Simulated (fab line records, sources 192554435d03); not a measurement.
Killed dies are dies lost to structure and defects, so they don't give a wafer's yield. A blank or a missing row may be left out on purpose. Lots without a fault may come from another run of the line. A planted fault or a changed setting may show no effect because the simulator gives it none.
fab line records | flow n5_finfet
record lots=24 wafers=72 last_day=18
route steps=1938 shown BEOL_M2@877
lots that met no fault: from a run of the same line without faults
start_h: hours from the record's first day to the start of the lot's first wafer shown | wait_h: hours since the lot's step before | " the same as in the row above | L1.1+2: a row that stands for several wafers | - no value, or no start given | * or withheld: withheld | < > ~ a bound
route shown NAME@n: a module of which the file shows steps, and the number in the route of the first | usual: mean/standard deviation of fault-free wafers | same: alike in all rows | chamber/n: place in a boat | sites: the reading at each site | _std_site: their standard deviation | _edge_site: outer sites' mean less inner sites' | radius_mm: how far each site lies from the wafer's centre | mask NAME#n: copy n | behind: the tool/chamber that last shaped the wafer | hold: why the lot was held/for how many hours/how that ended | device: the transistor (n, p or np) that didn't switch | end of line: the same wafers' tests at the end of the route | a step without rows: its recipe alone | killed: dies lost to structure and defects at the first sort, not the wafer's yield | map: a wafer's dies, x killed, . not, _ none there
set.NAME: the setting as run; set.NAME@STEP: as run at that earlier step | model.NAME: the simulator's own value behind a step, which no gauge read
steps of the route over a sample of lots; a table a step, a row a wafer
services: from which hour (start_h, from the record's first day; less than 0 if before it) a tool's chamber was out of use, for how many hours, and why
## steps
# step N5_BEOL_M2_OVL_MEAS_29
# recipe points_per_wafer=522
# usual V1_OVL=0.3/0.76
# columns lot.wafer tool chamber start_h wait_h V1_OVL[nm]
L074.3 overlay-01 0 129.92 0.0 1.1
L074.4 " 0 " " -0.3
L074.5 " 0 " " 1.2
L075.2 overlay-01 0 143.79 0.0 0.0
L075.5 " 0 " " -0.5
L075.6 " 0 " " -0.1
L076.4 overlay-02 0 148.84 0.0 0.9
L076.5 " 0 " " -0.1
L076.6 " 0 " " 0.8
L077.2 overlay-02 0 149.42 0.0 -1.2
L077.3 " 0 " " -0.9
L077.4 " 0 " " -1.2
L078.2 overlay-01 0 153.75 0.0 0.0
L078.4 " 0 " " -0.4
L078.6 " 0 " " 0.5
L079.4 overlay-02 0 155.57 0.0 -0.3
L079.5 " 0 " " -1.1
L079.6 " 0 " " 0.8
L080.2 overlay-02 0 169.26 0.0 -0.4
L080.5 " 0 " " 0.7
L080.6 " 0 " " -0.5
L081.2 overlay-02 0 181.96 0.0 0.7
L081.3 " 0 " " -0.2
L081.5 " 0 " " 0.5
L082.2 overlay-01 0 183.41 0.0 0.0
L082.4 " 0 " " 0.7
L082.5 " 0 " " 0.1
L083.2 overlay-01 0 183.94 0.0 0.2
L083.3 " 0 " " 0.6
L083.6 " 0 " " 0.8
L084.1 overlay-01 0 213.57 0.0 0.4
L084.5 " 0 " " -0.7
L084.6 " 0 " " 1.4
L085.3 overlay-01 0 215.61 0.0 0.9
L085.4 " 0 " " -0.8
L085.5 " 0 " " 1.1
L086.2 overlay-02 0 216.84 0.0 0.8
L086.3 " 0 " " -0.1
L086.5 " 0 " " 0.5
L087.3 overlay-01 0 218.55 0.0 1.2
L087.5 " 0 " " 1.3
L087.6 " 0 " " -0.5
L088.1 overlay-01 0 222.24 0.0 1.2
L088.2 " 0 " " 1.3
L088.3 " 0 " " 2.0
L089.1 overlay-01 0 231.18 0.0 1.2
L089.3 " 0 " " 1.0
L089.6 " 0 " " 0.8
L091.1 overlay-02 0 237.03 0.0 -0.6
L091.3 " 0 " " -0.1
L091.4 " 0 " " -1.0
L090.2 overlay-01 0 238.36 0.0 2.3
L090.3 " 0 " " 0.7
L090.6 " 0 " " 1.1
L092.1 overlay-02 0 244.83 0.0 1.2
L092.3 " 0 " " 1.2
L092.6 " 0 " " -0.2
L093.1 overlay-02 0 247.01 0.0 0.8
L093.3 " 0 " " 1.7
L093.6 " 0 " " 0.7
L094.2 overlay-01 0 252.96 0.0 0.1
L094.3 " 0 " " -0.5
L094.6 " 0 " " 0.1
L095.1 overlay-02 0 263.76 0.0 0.0
L095.2 " 0 " " -0.8
L095.5 " 0 " " 0.3
L096.1 overlay-01 0 267.30 0.0 -0.6
L096.3 " 0 " " -0.7
L096.4 " 0 " " -1.3
L097.1 overlay-02 0 277.38 0.0 0.6
L097.2 " 0 " " 0.7
L097.5 " 0 " " 0.8
# step N5_BEOL_M2_ALD_84
# recipe material=TaN target_thk_a=* temp_c=275 ald_precursor_family=PDMAT ald_co_reactant=NH3 pressure_torr=3 carrier_flow_sccm=1500 pulse_time_s=2 purge_time_s=3 co_reactant_purge_time_s=2 co_reactant_pulse_time_s=3 ald_cycles=30 precursor_vessel_temp_c=75 precursor_vessel_pressure_torr=26.25 precursor_vessel_carrier_sccm=1000
# usual heater_power_w=416/31
# columns lot.wafer tool chamber start_h wait_h heater_power_w
L074.3 ald_metal-04 1 131.57 0.0 372
L074.4 " 2 " " 442
L074.5 " 1 " " 361
L075.2 ald_metal-03 0 147.78 0.0 413
L075.5 " 0 " " 419
L075.6 " 1 " " 360
L076.4 ald_metal-03 3 151.17 0.0 412
L076.5 " 1 " " 357
L076.6 " 0 " " 415
L077.2 ald_metal-03 3 152.38 0.1 415
L077.3 " 0 " " 417
L077.4 " 2 " " 385
L078.2 ald_metal-01 3 155.57 0.1 384
L078.4 " 1 " " 431
L078.6 " 1 " " 439
L079.4 ald_metal-03 3 159.79 0.0 419
L079.5 " 0 " " 427
L079.6 " 1 " " 375
L080.2 ald_metal-01 2 175.24 0.3 448
L080.5 " 3 " " 395
L080.6 " 2 " " 447
L081.2 ald_metal-03 2 185.74 0.1 394
L081.3 " 1 " " 366
L081.5 " 3 " " 413
L082.2 ald_metal-04 3 204.69 0.0 355
L082.4 " 2 " " 445
L082.5 " 3 " " 368
L083.2 ald_metal-01 3 204.73 0.0 383
L083.3 " 1 " " 454
L083.6 " 2 " " 453
L084.1 ald_metal-01 1 218.98 0.2 433
L084.5 " 0 " " 467
L084.6 " 3 " " 392
L085.3 ald_metal-03 0 220.60 0.0 427
L085.4 " 3 " " 416
L085.5 " 3 " " 413
L086.2 ald_metal-01 1 221.30 0.0 430
L086.3 " 0 " " 467
L086.5 " 2 " " 455
L087.3 ald_metal-01 3 221.92 0.2 391
L087.5 " 2 " " 434
L087.6 " 1 " " 438
L088.1 ald_metal-01 0 226.52 0.1 456
L088.2 " 1 " " 436
L088.3 " 3 " " 386
L089.1 ald_metal-03 3 233.54 0.1 419
L089.3 " 1 " " 362
L089.6 " 3 " " 422
L091.1 ald_metal-01 3 242.52 0.0 390
L091.3 " 1 " " 423
L091.4 " 2 " " 453
L090.2 ald_metal-01 2 245.23 0.0 458
L090.3 " 3 " " 383
L090.6 " 3 " " 401
L092.1 ald_metal-01 2 256.22 0.1 453
L092.3 " 3 " " 388
L092.6 " 2 " " 453
L093.1 ald_metal-03 3 262.87 0.0 412
L093.3 " 0 " " 419
L093.6 " 1 " " 370
L094.2 ald_metal-01 1 267.89 0.1 442
L094.3 " 3 " " 396
L094.6 " 1 " " 440
L095.1 ald_metal-03 0 268.10 0.1 425
L095.2 " 2 " " 406
L095.5 " 3 " " 422
L096.1 ald_metal-03 2 271.23 0.0 396
L096.3 " 0 " " 422
L096.4 " 3 " " 429
L097.1 ald_metal-03 0 287.23 0.0 415
L097.2 " 1 " " 361
L097.5 " 3 " " 421
# step N5_BEOL_M2_SPUTTER_90
# recipe material=Cu target_thk_a=45 temp_c=-20 chamber_pressure_pa=0.07 power_w=withheld time_s=8.29
# usual throttle_valve_pct=29.8/1.1
# same time_s=8.29
# columns lot.wafer tool chamber start_h wait_h throttle_valve_pct
L074.3 pvd_sputter-03 - 133.57 0.1 28.9
L074.4 " - " " 27.1
L074.5 " - " " 27.4
L075.2 pvd_sputter-03 - 149.50 0.1 28.7
L075.5 " - " " 30.2
L075.6 " - " " 28.6
L076.4 pvd_sputter-01 - 152.82 0.1 30.9
L076.5 " - " " 29.5
L076.6 " - " " 28.1
L077.2 pvd_sputter-03 - 154.19 0.1 30.3
L077.3 " - " " 28.7
L077.4 " - " " 30.2
L078.2 pvd_sputter-02 - 158.77 0.1 30.9
L078.4 " - " " 30.6
L078.6 " - " " 30.9
L079.4 pvd_sputter-03 - 161.36 0.1 30.0
L079.5 " - " " 28.8
L079.6 " - " " 30.3
L080.2 pvd_sputter-03 - 177.39 0.1 27.5
L080.5 " - " " 30.2
L080.6 " - " " 27.3
L081.2 pvd_sputter-02 - 187.33 0.1 30.8
L081.3 " - " " 30.9
L081.5 " - " " 31.0
L082.2 pvd_sputter-03 - 206.35 0.1 30.4
L082.4 " - " " 27.4
L082.5 " - " " 30.3
L083.2 pvd_sputter-02 - 206.60 0.1 30.9
L083.3 " - " " 30.4
L083.6 " - " " 29.6
L084.1 pvd_sputter-03 - 220.81 0.1 30.1
L084.5 " - " " 30.4
L084.6 " - " " 28.9
L085.3 pvd_sputter-02 - 222.27 0.1 31.1
L085.4 " - " " 29.6
L085.5 " - " " 31.0
L086.2 pvd_sputter-03 - 222.88 0.1 28.8
L086.3 " - " " 27.1
L086.5 " - " " 28.5
L087.3 pvd_sputter-02 - 224.11 0.1 30.9
L087.5 " - " " 30.5
L087.6 " - " " 29.5
L088.1 pvd_sputter-02 - 228.17 0.1 29.6
L088.2 " - " " 30.9
L088.3 " - " " 31.1
L089.1 pvd_sputter-01 - 235.81 0.1 29.3
L089.3 " - " " 27.9
L089.6 " - " " 29.3
L091.1 pvd_sputter-02 - 244.19 0.1 31.0
L091.3 " - " " 29.9
L091.4 " - " " 30.4
L090.2 pvd_sputter-02 - 246.85 0.1 30.9
L090.3 " - " " 30.5
L090.6 " - " " 30.7
L092.1 pvd_sputter-02 - 259.51 0.1 30.5
L092.3 " - " " 29.6
L092.6 " - " " 30.8
L093.1 pvd_sputter-03 - 264.71 0.1 30.5
L093.3 " - " " 27.2
L093.6 " - " " 27.2
L094.2 pvd_sputter-02 - 269.55 0.1 30.1
L094.3 " - " " 30.7
L094.6 " - " " 31.1
L095.1 pvd_sputter-02 - 271.39 0.1 31.0
L095.2 " - " " 30.5
L095.5 " - " " 31.0
L096.1 pvd_sputter-03 - 272.98 0.1 28.6
L096.3 " - " " 27.3
L096.4 " - " " 30.5
L097.1 pvd_sputter-01 - 288.91 0.1 29.6
L097.2 " - " " 28.1
L097.5 " - " " 28.1
# step N5_BEOL_M2_SPUTTER_92
# recipe material=Cu target_thk_a=45 temp_c=-20 chamber_pressure_pa=0.07 power_w=withheld time_s=8.29
# usual throttle_valve_pct=29.8/1.1
# same time_s=8.29
# columns lot.wafer tool chamber start_h wait_h throttle_valve_pct
L074.3 pvd_sputter-03 - 133.79 0.1 28.9
L074.4 " - " " 27.4
L074.5 " - " " 27.5
L075.2 pvd_sputter-03 - 149.72 0.1 28.6
L075.5 " - " " 29.9
L075.6 " - " " 28.6
L076.4 pvd_sputter-01 - 153.04 0.1 30.9
L076.5 " - " " 29.4
L076.6 " - " " 28.4
L077.2 pvd_sputter-03 - 154.41 0.1 30.3
L077.3 " - " " 28.8
L077.4 " - " " 30.3
L078.2 pvd_sputter-02 - 158.99 0.1 30.9
L078.4 " - " " 30.5
L078.6 " - " " 30.8
L079.4 pvd_sputter-03 - 161.58 0.1 30.2
L079.5 " - " " 28.7
L079.6 " - " " 30.0
L080.2 pvd_sputter-03 - 177.61 0.1 27.4
L080.5 " - " " 30.5
L080.6 " - " " 27.4
L081.2 pvd_sputter-02 - 187.55 0.1 31.1
L081.3 " - " " 30.9
L081.5 " - " " 31.1
L082.2 pvd_sputter-03 - 206.57 0.1 30.0
L082.4 " - " " 26.9
L082.5 " - " " 30.2
L083.2 pvd_sputter-02 - 206.82 0.1 30.8
L083.3 " - " " 30.7
L083.6 " - " " 29.6
L084.1 pvd_sputter-03 - 221.03 0.1 30.4
L084.5 " - " " 30.3
L084.6 " - " " 28.7
L085.3 pvd_sputter-02 - 222.49 0.1 30.9
L085.4 " - " " 29.8
L085.5 " - " " 31.1
L086.2 pvd_sputter-03 - 223.10 0.1 28.7
L086.3 " - " " 27.2
L086.5 " - " " 28.8
L087.3 pvd_sputter-02 - 224.33 0.1 31.3
L087.5 " - " " 30.3
L087.6 " - " " 29.8
L088.1 pvd_sputter-02 - 228.39 0.1 29.8
L088.2 " - " " 31.0
L088.3 " - " " 31.0
L089.1 pvd_sputter-01 - 236.03 0.1 29.5
L089.3 " - " " 28.1
L089.6 " - " " 29.4
L091.1 pvd_sputter-02 - 244.41 0.1 30.8
L091.3 " - " " 29.9
L091.4 " - " " 30.6
L090.2 pvd_sputter-02 - 247.07 0.1 30.8
L090.3 " - " " 30.5
L090.6 " - " " 30.5
L092.1 pvd_sputter-02 - 259.73 0.1 30.8
L092.3 " - " " 30.0
L092.6 " - " " 30.9
L093.1 pvd_sputter-03 - 264.93 0.1 30.3
L093.3 " - " " 27.0
L093.6 " - " " 27.3
L094.2 pvd_sputter-02 - 269.77 0.1 30.0
L094.3 " - " " 30.7
L094.6 " - " " 31.0
L095.1 pvd_sputter-02 - 271.61 0.1 31.0
L095.2 " - " " 30.4
L095.5 " - " " 31.3
L096.1 pvd_sputter-03 - 273.20 0.1 29.0
L096.3 " - " " 27.3
L096.4 " - " " 30.2
L097.1 pvd_sputter-01 - 289.13 0.1 29.4
L097.2 " - " " 28.3
L097.5 " - " " 28.2
# step N5_BEOL_M2_SPUTTER_94
# recipe material=Cu target_thk_a=45 temp_c=-20 chamber_pressure_pa=0.07 power_w=withheld time_s=8.29
# usual throttle_valve_pct=29.8/1.1
# same time_s=8.29
# columns lot.wafer tool chamber start_h wait_h throttle_valve_pct
L074.3 pvd_sputter-03 - 134.01 0.1 28.7
L074.4 " - " " 27.2
L074.5 " - " " 27.3
L075.2 pvd_sputter-03 - 149.94 0.1 28.9
L075.5 " - " " 30.1
L075.6 " - " " 28.8
L076.4 pvd_sputter-01 - 153.26 0.1 30.3
L076.5 " - " " 29.4
L076.6 " - " " 27.9
L077.2 pvd_sputter-03 - 154.63 0.1 30.3
L077.3 " - " " 28.8
L077.4 " - " " 30.4
L078.2 pvd_sputter-02 - 159.21 0.1 30.8
L078.4 " - " " 30.6
L078.6 " - " " 30.8
L079.4 pvd_sputter-03 - 161.80 0.1 30.0
L079.5 " - " " 28.6
L079.6 " - " " 30.3
L080.2 pvd_sputter-03 - 177.83 0.1 27.4
L080.5 " - " " 30.2
L080.6 " - " " 27.6
L081.2 pvd_sputter-02 - 187.77 0.1 31.2
L081.3 " - " " 31.0
L081.5 " - " " 31.1
L082.2 pvd_sputter-03 - 206.79 0.1 30.2
L082.4 " - " " 27.1
L082.5 " - " " 30.5
L083.2 pvd_sputter-02 - 207.04 0.1 30.9
L083.3 " - " " 30.7
L083.6 " - " " 29.6
L084.1 pvd_sputter-03 - 221.25 0.1 30.0
L084.5 " - " " 30.2
L084.6 " - " " 28.9
L085.3 pvd_sputter-02 - 222.71 0.1 31.1
L085.4 " - " " 29.8
L085.5 " - " " 30.9
L086.2 pvd_sputter-03 - 223.32 0.1 28.5
L086.3 " - " " 27.0
L086.5 " - " " 28.9
L087.3 pvd_sputter-02 - 224.55 0.1 31.1
L087.5 " - " " 30.4
L087.6 " - " " 29.8
L088.1 pvd_sputter-02 - 228.61 0.1 29.6
L088.2 " - " " 31.1
L088.3 " - " " 31.1
L089.1 pvd_sputter-01 - 236.25 0.1 29.2
L089.3 " - " " 28.1
L089.6 " - " " 29.7
L091.1 pvd_sputter-02 - 244.63 0.1 31.1
L091.3 " - " " 29.8
L091.4 " - " " 30.6
L090.2 pvd_sputter-02 - 247.29 0.1 31.0
L090.3 " - " " 30.7
L090.6 " - " " 30.6
L092.1 pvd_sputter-02 - 259.95 0.1 30.5
L092.3 " - " " 29.7
L092.6 " - " " 30.9
L093.1 pvd_sputter-03 - 265.15 0.1 30.4
L093.3 " - " " 27.4
L093.6 " - " " 27.3
L094.2 pvd_sputter-02 - 269.99 0.1 29.7
L094.3 " - " " 30.8
L094.6 " - " " 30.7
L095.1 pvd_sputter-02 - 271.83 0.1 30.9
L095.2 " - " " 30.6
L095.5 " - " " 31.0
L096.1 pvd_sputter-03 - 273.42 0.1 28.7
L096.3 " - " " 27.2
L096.4 " - " " 30.2
L097.1 pvd_sputter-01 - 289.35 0.1 29.6
L097.2 " - " " 28.1
L097.5 " - " " 28.0
# step N5_BEOL_M2_SPUTTER_96
# recipe material=Cu target_thk_a=45 temp_c=-20 chamber_pressure_pa=0.07 power_w=withheld time_s=8.29
# usual throttle_valve_pct=29.8/1.1
# same time_s=8.29
# columns lot.wafer tool chamber start_h wait_h throttle_valve_pct
L074.3 pvd_sputter-03 - 134.23 0.1 28.5
L074.4 " - " " 27.0
L074.5 " - " " 27.0
L075.2 pvd_sputter-03 - 150.16 0.1 28.5
L075.5 " - " " 30.4
L075.6 " - " " 28.9
L076.4 pvd_sputter-01 - 153.48 0.1 30.5
L076.5 " - " " 29.3
L076.6 " - " " 28.1
L077.2 pvd_sputter-03 - 154.85 0.1 30.0
L077.3 " - " " 28.9
L077.4 " - " " 30.2
L078.2 pvd_sputter-02 - 159.43 0.1 30.8
L078.4 " - " " 30.8
L078.6 " - " " 30.9
L079.4 pvd_sputter-03 - 162.02 0.1 30.2
L079.5 " - " " 28.7
L079.6 " - " " 30.3
L080.2 pvd_sputter-03 - 178.05 0.1 27.4
L080.5 " - " " 30.3
L080.6 " - " " 27.1
L081.2 pvd_sputter-02 - 187.99 0.1 31.1
L081.3 " - " " 30.8
L081.5 " - " " 31.2
L082.2 pvd_sputter-03 - 207.01 0.1 30.2
L082.4 " - " " 27.1
L082.5 " - " " 30.1
L083.2 pvd_sputter-02 - 207.26 0.1 31.2
L083.3 " - " " 30.8
L083.6 " - " " 29.8
L084.1 pvd_sputter-03 - 221.47 0.1 30.3
L084.5 " - " " 30.2
L084.6 " - " " 28.7
L085.3 pvd_sputter-02 - 222.93 0.1 31.1
L085.4 " - " " 29.8
L085.5 " - " " 31.2
L086.2 pvd_sputter-03 - 223.54 0.1 28.9
L086.3 " - " " 27.0
L086.5 " - " " 28.9
L087.3 pvd_sputter-02 - 224.77 0.1 31.1
L087.5 " - " " 30.8
L087.6 " - " " 29.8
L088.1 pvd_sputter-02 - 228.83 0.1 29.5
L088.2 " - " " 30.8
L088.3 " - " " 31.1
L089.1 pvd_sputter-01 - 236.47 0.1 29.4
L089.3 " - " " 28.3
L089.6 " - " " 29.6
L091.1 pvd_sputter-02 - 244.85 0.1 31.2
L091.3 " - " " 29.7
L091.4 " - " " 30.7
L090.2 pvd_sputter-02 - 247.51 0.1 30.8
L090.3 " - " " 30.5
L090.6 " - " " 30.3
L092.1 pvd_sputter-02 - 260.17 0.1 30.6
L092.3 " - " " 29.9
L092.6 " - " " 30.7
L093.1 pvd_sputter-03 - 265.37 0.1 30.4
L093.3 " - " " 27.4
L093.6 " - " " 27.3
L094.2 pvd_sputter-02 - 270.21 0.1 29.9
L094.3 " - " " 30.7
L094.6 " - " " 31.0
L095.1 pvd_sputter-02 - 272.05 0.1 31.0
L095.2 " - " " 30.7
L095.5 " - " " 31.0
L096.1 pvd_sputter-03 - 273.64 0.1 28.8
L096.3 " - " " 27.3
L096.4 " - " " 30.2
L097.1 pvd_sputter-01 - 289.57 0.1 29.5
L097.2 " - " " 28.2
L097.5 " - " " 28.0
## services
# columns tool chamber start_h hours kind
pvd_sputter-03 - 118.41 4.7 repair
pvd_sputter-01 - 119.28 0.6 repair
ald_metal-01 3 122.01 6.1 repair
ald_metal-01 - 158.04 6.0 pm
ald_metal-04 - 165.34 8.7 pm
ald_metal-01 2 166.55 6.6 repair
ald_metal-04 - 211.70 28.1 pm
ald_metal-01 - 239.77 0.3 repair
ald_metal-01 - 259.28 2.8 pm
ald_metal-01 1 281.79 4.5 repair
## key
fault none
